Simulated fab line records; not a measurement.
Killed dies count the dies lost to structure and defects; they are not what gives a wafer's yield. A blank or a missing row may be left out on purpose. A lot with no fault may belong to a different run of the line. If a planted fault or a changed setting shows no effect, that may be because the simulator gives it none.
Chamber matching -- flow nand_harc -- 4 sister chambers for NHARC_A_SGD_CUT_ETCHBACK_24 on rie_diel-09
The step etches the open film in CH3F/O2, target depth 50 nm, time 92.857 s. 4 wafers are shown with their chamber, then 7 later ones without.

== WAFERS, EACH WITH ITS CHAMBER ==
wafer,chamber,showerhead_plenum_p_Torr (Torr)
L951.3,3,2.30
L951.4,2,2.54
L954.2,0,2.36
L954.3,1,2.55

== WAFERS WITH NO CHAMBER GIVEN ==
wafer,showerhead_plenum_p_Torr (Torr)
L954.5,2.30
L956.3,2.55
L956.4,2.36
L956.6,2.37
L957.4,2.30
L957.5,2.55
L957.6,2.54

== THE CHAMBER EACH PASSED THROUGH ==
wafer,from the rows above,in truth
L954.5,3,3
L956.3,1,1
L956.4,0,0
L956.6,0,0
L957.4,3,3
L957.5,1,1
L957.6,2,2
Placed correctly: 7 of 7. From these rows, 0 cannot be placed. 0 placed wrongly.
How it was worked out, from the rows above alone: a wafer's distance from a chamber is the root of the sum, over the readings, of the square of ((its reading less the chamber's mean) divided by the reading's scatter). If the next closest chamber is less than 2 further off than the closest, the wafer can't be placed; otherwise it belongs to the closest. Each chamber's mean is taken over the wafers shown for it. The scatter (one wafer shown for each chamber): square how far every hidden wafer sits from the nearest shown wafer, average those squares and take the square root.
